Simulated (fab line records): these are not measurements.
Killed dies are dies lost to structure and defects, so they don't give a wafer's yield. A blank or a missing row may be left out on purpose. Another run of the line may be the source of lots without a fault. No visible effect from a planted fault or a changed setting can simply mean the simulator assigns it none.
Chamber matching | flow n5Finfet | N5_BEOL_M2_CO_CAP_55 on cvdCo-01 has 3 sister chambers
The step material Co, precursor CCTBA/H2, target thk 2 nm, time 102.1 s. 14 wafers are shown with their chamber, then 6 later ones without.

WAFERS PAIRED WITH THEIR CHAMBERS
wafer  | chamber | heaterPowerW (W)
L745.2 | 2       | 215
L745.4 | 1       | 241
L745.6 | 2       | 216
L750.4 | 1       | 246
L750.5 | 0       | 244
L750.6 | 2       | 216
L751.2 | 2       | 215
L751.3 | 0       | 252
L751.4 | 1       | 247
L761.1 | 2       | 214
L761.4 | 2       | 211
L761.5 | 0       | 250
L762.2 | 0       | 250
L762.6 | 0       | 248

SIGNATURES (means of the wafers above)
reading      | chamber 0 | chamber 1 | chamber 2 | scatter within a chamber
heaterPowerW | 248.80    | 244.67    | 214.50    | 2.61
Rule: a wafer lies at a distance from a chamber equal to the root of the sum of squares, over the readings, of (its reading less the chamber's mean, divided by the reading's scatter). The wafer belongs to the nearest chamber; if the next one is less than 2 further off, it can't be placed. The scatter: take each reading less its chamber's mean, square it, sum over the shown wafers, divide by the number of wafers less the number of chambers, and take the root.

WAFERS MISSING THEIR CHAMBER
wafer  | heaterPowerW (W)
L765.3 | 246
L765.5 | 215
L765.6 | 252
L767.2 | 245
L767.4 | 249
L767.5 | 206

CHAMBER TAKEN BY EACH
wafer  | from the rows above     | in truth
L765.3 | can't be placed: 1 or 0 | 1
L765.5 | 2                       | 2
L765.6 | can't be placed: 0 or 1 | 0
L767.2 | can't be placed: 1 or 0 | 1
L767.4 | can't be placed: 0 or 1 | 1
L767.5 | 2                       | 2
Correctly placed: 2 of 6. Unplaceable from these rows: 4, with the true chamber sitting among the candidates in 4. Wrongly placed: 0.
